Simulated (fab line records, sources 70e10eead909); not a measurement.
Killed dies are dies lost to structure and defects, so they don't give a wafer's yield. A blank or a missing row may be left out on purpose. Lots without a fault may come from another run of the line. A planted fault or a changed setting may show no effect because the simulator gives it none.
Which tool did it? | flow nand_harc | 14 lots, 42 wafers sampled, at 2 steps of a route of 1302

WHAT THE GAUGES READ, wafer by wafer
NHARC_A_M0_CD_MEAS_16.
lot  | measured     | on        | cd_nm (nm)
L252 | day 22 06:08 | cd_sem-02 | 79.6 78.5 80.6
L253 | day 23 01:53 | cd_sem-02 | 80.5 79.8 79.5
L254 | day 23 04:19 | cd_sem-01 | 79.3 82.0 80.5
L257 | day 24 09:58 | cd_sem-01 | 79.7 79.8 80.2
L255 | day 24 11:13 | cd_sem-01 | 80.2 81.5 82.0
L256 | day 24 11:51 | cd_sem-01 | 80.7 82.3 82.4
L258 | day 25 06:01 | cd_sem-01 | 80.9 79.2 80.0
L259 | day 26 03:19 | cd_sem-01 | 80.4 82.8 81.5
L267 | day 28 21:45 | cd_sem-02 | 77.0 79.2 79.5
L268 | day 29 03:13 | cd_sem-01 | 79.6 82.9 81.9
L272 | day 30 10:29 | cd_sem-03 | 80.1 81.5 82.3
L273 | day 31 06:07 | cd_sem-01 | 81.6 79.6 80.5
L274 | day 31 07:36 | cd_sem-02 | 77.8 79.2 80.3
L275 | day 31 23:43 | cd_sem-03 | 79.4 79.0 78.5

WHICH TOOL RAN EACH LOT (tool, then ch and the chambers of the sampled wafers, then the start)
lot  | NHARC_A_M0_ETCH_34
L252 | rie_diel-06 ch 1,2, day 22 05:55
L253 | rie_diel-06 ch 0,1,2, day 23 01:41
L254 | rie_diel-01 ch 1,2,3, day 23 04:07
L257 | rie_diel-11 ch 1,3, day 24 09:45
L255 | rie_diel-06 ch 1,2,3, day 24 11:02
L256 | rie_diel-06 ch 2,3, day 24 11:38
L258 | rie_diel-06 ch 0,3, day 25 05:48
L259 | rie_diel-06 ch 0,2,3, day 26 03:05
L267 | rie_diel-01 ch 0,1, day 28 21:32
L268 | rie_diel-06 ch 0,3, day 29 02:59
L272 | rie_diel-01 ch 2,3, day 30 10:15
L273 | rie_diel-01 ch 1,3, day 31 05:55
L274 | rie_diel-11 ch 0,1,3, day 31 07:22
L275 | rie_diel-11 ch 1,3, day 31 23:30
- NHARC_A_M0_ETCH_34: etches the open film in N2/H2, target depth 40 nm, overetch 12 nm, time 43.94 s.

WHAT THE TOOLS THEMSELVES READ (means of the sampled wafers that have a number; where no wafer has one, the mark that the record gives instead)
NHARC_A_M0_ETCH_34.
lot  | tool        | drypump_motor_current_A (A) | oes_product_au (a.u.) | rf_fwd_power_W (W) | rf_vpp_V (V) | showerhead_plenum_p_Torr (Torr) | throttle_valve_pct (%)
L252 | rie_diel-06 | 6.21                        | 0.994                 | 395.4              | 428.9        | 1.98                            | 14.173
L253 | rie_diel-06 | 6.15                        | 0.980                 | 395.0              | 429.9        | 2.00                            | 14.167
L254 | rie_diel-01 | 5.86                        | 1.007                 | 393.4              | 433.6        | 2.11                            | 14.172
L257 | rie_diel-11 | 5.44                        | 0.997                 | 394.9              | 433.2        | 2.12                            | 14.172
L255 | rie_diel-06 | 6.24                        | 0.992                 | 395.4              | 429.7        | 2.01                            | 14.165
L256 | rie_diel-06 | 6.27                        | 0.999                 | 393.4              | 428.3        | 1.98                            | 14.171
L258 | rie_diel-06 | 6.20                        | 1.007                 | 394.0              | 431.7        | 2.09                            | 14.169
L259 | rie_diel-06 | 6.20                        | 1.001                 | 395.2              | 430.1        | 2.02                            | 14.179
L267 | rie_diel-01 | 6.28                        | 1.003                 | 393.3              | 429.8        | 2.00                            | 14.171
L268 | rie_diel-06 | 6.10                        | 1.005                 | 394.5              | 431.7        | 2.07                            | 14.176
L272 | rie_diel-01 | 5.79                        | 1.007                 | 395.4              | 433.5        | 2.11                            | 14.177
L273 | rie_diel-01 | 5.90                        | 1.007                 | 391.8              | 430.6        | 2.05                            | 14.160
L274 | rie_diel-11 | 5.69                        | 1.007                 | 394.7              | 432.2        | 2.11                            | 14.173
L275 | rie_diel-11 | 5.43                        | 0.998                 | 394.2              | 433.5        | 2.12                            | 14.164

THE ANSWER, worked out from the rows above alone
Rule: what is usual is taken from the lots themselves. Put in order of their means at a reading, lots are off if they are a third of the lots or fewer, leave a main group of 4 or more, and stand apart from it by a gap of 3 or more times the standard deviation of the main group's means; of several such gaps the widest counts. A main group whose means are all the same, to the digits that the tables above print for the reading, isn't used. A lot without any number at a reading at which 4 lots or more have one is off too. The other lots that the step has rows for count as sound. The gauges are gone through in route order, then the tools' own readings, and for those a lot's mean is taken as printed above. The first step at which some lot is off is used, and at that step the reading that is off furthest; a lot without a number counts as furthest.
No lot is off at any reading shown: from this, nothing can be told.

WHAT THE SIMULATOR HAD PUT IN
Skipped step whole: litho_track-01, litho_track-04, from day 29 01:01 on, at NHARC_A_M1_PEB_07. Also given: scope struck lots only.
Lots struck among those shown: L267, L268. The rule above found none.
